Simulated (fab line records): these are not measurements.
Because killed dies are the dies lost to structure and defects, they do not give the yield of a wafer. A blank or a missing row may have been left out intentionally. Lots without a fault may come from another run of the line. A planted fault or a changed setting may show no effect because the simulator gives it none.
One fault through the eyes of 2 desks || flow nand harc || every desk sees just its own numbers, and what lay behind them comes last

AT THE METROLOGY DESK
Means of the sampled wafers that have a number, per lot and without regard to the tool the lot ran on: this is what the gauges read. Any lot whose mean is over 4 standard deviations away from the usual mean is out of limits and marked OUT; that distance is given in the brackets.
Columns: A = cd nm at NHARC_THIN_TSV_CD_MEAS_37, usual 5001 nm
{"lot": "L892", "first seen here": "day 19 02:14", "A": 5006}
{"lot": "L890", "first seen here": "day 19 03:52", "A": 5003}
{"lot": "L895", "first seen here": "day 19 10:07", "A": 4999}
{"lot": "L894", "first seen here": "day 20 13:40", "A": 5000}
{"lot": "L897", "first seen here": "day 20 14:57", "A": 4996}
{"lot": "L898", "first seen here": "day 20 21:40", "A": 5003}
{"lot": "L899", "first seen here": "day 21 13:05", "A": 5003}
{"lot": "L908", "first seen here": "day 23 04:34", "A": 5000}
{"lot": "L909", "first seen here": "day 23 06:43", "A": 5002}
{"lot": "L907", "first seen here": "day 23 07:56", "A": 4999}
{"lot": "L912", "first seen here": "day 24 00:40", "A": 5000}
{"lot": "L910", "first seen here": "day 24 06:22", "A": 4996}
{"lot": "L913", "first seen here": "day 24 07:31", "A": 5001}
This desk's finding: nothing out of limits on any of the 13 lots.

TOOL OWNER'S DESK, rie diel-07
The tool's own readings at NHARC_A_CONTACT_ETCH_97 (etches the open film in C4F6/O2, target depth 20 nm, time 10 s): means of the sampled wafers that have a number, for each lot that ran on this tool. Any lot whose mean is over 4 standard deviations away from the usual mean is out of limits and marked OUT; that distance is given in the brackets.
Columns: A = c4f6 flow sccm at NHARC_A_CONTACT_ETCH_97, usual 25.01 sccm; B = drypump motor current A at NHARC_A_CONTACT_ETCH_97, usual 5.8 A; C = oes product au at NHARC_A_CONTACT_ETCH_97, usual 0.967 a.u.; D = rf vpp V at NHARC_A_CONTACT_ETCH_97, usual 547.4 V; E = showerhead plenum p Torr at NHARC_A_CONTACT_ETCH_97, usual 3.95 Torr; F = throttle valve pct at NHARC_A_CONTACT_ETCH_97, usual 26.903 %
{"lot": "L892", "first seen here": "day 16 23:41", "A": 25.04, "B": 6.1, "C": 0.938, "D": 546.2, "E": 3.90, "F": 26.901}
{"lot": "L897", "first seen here": "day 18 08:26", "A": 24.98, "B": 5.9, "C": 1.007, "D": 546.6, "E": 3.93, "F": 26.907}
{"lot": "L909", "first seen here": "day 20 18:36", "A": 25.03, "B": 5.9, "C": 1.017, "D": 546.8, "E": 3.92, "F": 26.903}
{"lot": "L907", "first seen here": "day 20 20:11", "A": 24.95, "B": 5.9, "C": 0.945, "D": 546.4, "E": 3.92, "F": 26.898}
This desk's finding: nothing out of limits on any of the 4 lots.

BROUGHT TOGETHER
The metrology desk saw nothing out of limits.
The tool owner's desk saw nothing out of limits.

WHAT HAD BEEN PUT IN BY THE SIMULATOR
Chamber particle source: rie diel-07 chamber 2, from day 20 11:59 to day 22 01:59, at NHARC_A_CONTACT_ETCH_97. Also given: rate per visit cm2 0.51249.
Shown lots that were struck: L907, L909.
